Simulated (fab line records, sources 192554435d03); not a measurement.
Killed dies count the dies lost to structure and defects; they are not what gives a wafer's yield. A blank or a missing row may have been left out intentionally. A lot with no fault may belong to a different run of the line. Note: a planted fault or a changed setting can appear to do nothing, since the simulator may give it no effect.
What tool caused it? | flow n5Finfet | 24 lots, 72 wafers sampled, at 3 steps of a route of 1938

WHAT EACH GAUGE READ, for each wafer
N5_BEOL_M2_OVL_MEAS_29.
lot  | measured     | on         | V1_OVL (nm)
L074 | day 6 11:43  | overlay-01 | 0.0 -0.8 -0.4
L075 | day 6 14:19  | overlay-02 | -0.5 -1.4 -0.9
L076 | day 6 18:46  | overlay-01 | 0.2 -0.1 0.2
L077 | day 7 06:22  | overlay-02 | 0.2 -2.0 -0.4
L078 | day 7 14:24  | overlay-02 | 0.1 -0.8 -1.3
L079 | day 7 19:44  | overlay-02 | -2.0 -0.1 0.1
L080 | day 7 19:56  | overlay-01 | -0.1 -0.9 0.0
L081 | day 8 09:38  | overlay-02 | 0.2 -0.6 0.0
L083 | day 8 13:54  | overlay-01 | -0.3 -0.3 -1.5
L082 | day 8 14:44  | overlay-01 | -0.9 -2.2 -1.1
L084 | day 8 17:01  | overlay-01 | -1.6 -0.4 -1.9
L085 | day 9 03:34  | overlay-01 | -1.3 -0.7 -1.3
L086 | day 9 10:54  | overlay-01 | -0.1 -1.6 -1.2
L087 | day 9 15:08  | overlay-01 | -0.6 -1.9 -0.5
L090 | day 10 02:59 | overlay-01 | -0.3 -1.0 -1.0
L088 | day 10 04:46 | overlay-01 | 0.9 -1.1 -0.2
L091 | day 10 13:32 | overlay-01 | 0.8 0.3 -0.6
L089 | day 10 17:25 | overlay-02 | -1.6 -0.5 -0.9
L092 | day 10 18:40 | overlay-02 | -0.4 0.5 -0.1
L093 | day 11 03:59 | overlay-01 | -1.3 -1.5 -1.2
L094 | day 11 07:58 | overlay-01 | -0.5 -1.5 -1.2
L095 | day 11 17:38 | overlay-02 | 0.0 -0.7 -0.7
L096 | day 12 03:19 | overlay-01 | -0.5 0.2 -1.4
L097 | day 12 10:04 | overlay-01 | -2.1 -1.4 -2.1

EACH LOT AND THE TOOL THAT RAN IT (in order: tool; ch and the chambers of the sampled wafers; start)
lot  | N5_BEOL_M1_SPUTTER_88       | N5_BEOL_M2_HM_DEP_02
L074 | pvdSputter-03, day 6 06:20  | pvdSputter-02, day 6 10:25
L075 | pvdSputter-01, day 6 09:59  | pvdSputter-03, day 6 13:00
L076 | pvdSputter-03, day 6 14:30  | pvdSputter-03, day 6 17:20
L077 | pvdSputter-01, day 7 01:17  | pvdSputter-03, day 7 04:56
L078 | pvdSputter-03, day 7 09:11  | pvdSputter-03, day 7 12:26
L079 | pvdSputter-02, day 7 14:14  | pvdSputter-01, day 7 18:12
L080 | pvdSputter-03, day 7 14:28  | pvdSputter-02, day 7 18:27
L081 | pvdSputter-02, day 8 05:52  | pvdSputter-03, day 8 08:11
L083 | pvdSputter-03, day 8 09:10  | pvdSputter-03, day 8 12:08
L082 | pvdSputter-03, day 8 11:01  | pvdSputter-03, day 8 13:11
L084 | pvdSputter-02, day 8 12:50  | pvdSputter-02, day 8 15:27
L085 | pvdSputter-02, day 8 22:30  | pvdSputter-02, day 9 01:54
L086 | pvdSputter-01, day 9 06:59  | pvdSputter-03, day 9 09:21
L087 | pvdSputter-03, day 9 10:20  | pvdSputter-02, day 9 13:35
L090 | pvdSputter-03, day 9 21:32  | pvdSputter-02, day 10 01:33
L088 | pvdSputter-02, day 10 00:28 | pvdSputter-01, day 10 03:13
L091 | pvdSputter-02, day 10 07:56 | pvdSputter-03, day 10 11:32
L089 | pvdSputter-02, day 10 13:23 | pvdSputter-03, day 10 15:59
L092 | pvdSputter-03, day 10 14:21 | pvdSputter-01, day 10 17:01
L093 | pvdSputter-03, day 10 23:42 | pvdSputter-03, day 11 02:23
L094 | pvdSputter-02, day 11 03:58 | pvdSputter-03, day 11 06:22
L095 | pvdSputter-01, day 11 11:23 | pvdSputter-03, day 11 16:12
L096 | pvdSputter-01, day 11 19:02 | pvdSputter-03, day 11 21:14
L097 | pvdSputter-01, day 12 05:08 | pvdSputter-01, day 12 08:24
- N5_BEOL_M1_SPUTTER_88: material Cu, target thk 4.5 nm, time 8.29 s.
- N5_BEOL_M2_HM_DEP_02: deposits TiN, target thk 20 nm.

WHAT THE TOOLS THEMSELVES READ (means of the sampled wafers that have a number; where no wafer has one, the mark that the record gives instead)
N5_BEOL_M1_SPUTTER_88.
lot  | tool          | chuckSensorTempC (C) | throttleValvePct (%)
L074 | pvdSputter-03 | -15.6                | 30.4
L075 | pvdSputter-01 | -16.2                | 28.7
L076 | pvdSputter-03 | -15.3                | 29.2
L077 | pvdSputter-01 | -16.1                | 29.6
L078 | pvdSputter-03 | -15.9                | 31.1
L079 | pvdSputter-02 | -16.1                | 29.6
L080 | pvdSputter-03 | -15.6                | 30.6
L081 | pvdSputter-02 | -15.7                | 28.9
L083 | pvdSputter-03 | -15.7                | 30.1
L082 | pvdSputter-03 | -15.4                | 30.2
L084 | pvdSputter-02 | -15.5                | 28.7
L085 | pvdSputter-02 | -15.9                | 29.3
L086 | pvdSputter-01 | -16.1                | 29.3
L087 | pvdSputter-03 | -15.3                | 29.4
L090 | pvdSputter-03 | -15.4                | 29.3
L088 | pvdSputter-02 | -15.9                | 29.5
L091 | pvdSputter-02 | -16.0                | 29.3
L089 | pvdSputter-02 | -15.6                | 28.8
L092 | pvdSputter-03 | -15.6                | 29.6
L093 | pvdSputter-03 | -15.9                | 31.2
L094 | pvdSputter-02 | -15.4                | 28.7
L095 | pvdSputter-01 | -16.1                | 29.7
L096 | pvdSputter-01 | -16.3                | 29.1
L097 | pvdSputter-01 | -16.4                | 29.7

N5_BEOL_M2_HM_DEP_02.
lot  | tool          | throttleValvePct (%)
L074 | pvdSputter-02 | 29.6
L075 | pvdSputter-03 | 30.3
L076 | pvdSputter-03 | 30.6
L077 | pvdSputter-03 | 30.3
L078 | pvdSputter-03 | 30.2
L079 | pvdSputter-01 | 29.3
L080 | pvdSputter-02 | 30.0
L081 | pvdSputter-03 | 28.9
L083 | pvdSputter-03 | 30.3
L082 | pvdSputter-03 | 30.2
L084 | pvdSputter-02 | 28.7
L085 | pvdSputter-02 | 29.4
L086 | pvdSputter-03 | 30.5
L087 | pvdSputter-02 | 29.4
L090 | pvdSputter-02 | 29.4
L088 | pvdSputter-01 | 29.6
L091 | pvdSputter-03 | 30.5
L089 | pvdSputter-03 | 30.3
L092 | pvdSputter-01 | 28.9
L093 | pvdSputter-03 | 30.2
L094 | pvdSputter-03 | 30.9
L095 | pvdSputter-03 | 29.5
L096 | pvdSputter-03 | 29.3
L097 | pvdSputter-01 | 29.7

THE ANSWER, worked out from the rows above alone
Rule: usual is defined by the lots themselves. Put in order of their means at a reading, lots are off if they are a third of the lots or fewer, leave a main group of 4 or more, and stand apart from it by a gap of 3 or more times the standard deviation of the main group's means; of several such gaps the widest counts. If all means in a main group match to the digits the tables above print for the reading, that group is not used. Also off: a lot with no number at a reading for which 4 or more lots have one. Where the step has rows for the other lots, those lots are counted as sound. After the gauges, taken in route order, come the tools' own readings; for these a lot's mean is taken, as printed above. The first step at which some lot is off is used, and at that step the reading that is off furthest; a lot without a number counts as furthest.
None of the lots is off at any reading shown; this tells nothing.

WHAT WAS PUT IN BY THE SIMULATOR
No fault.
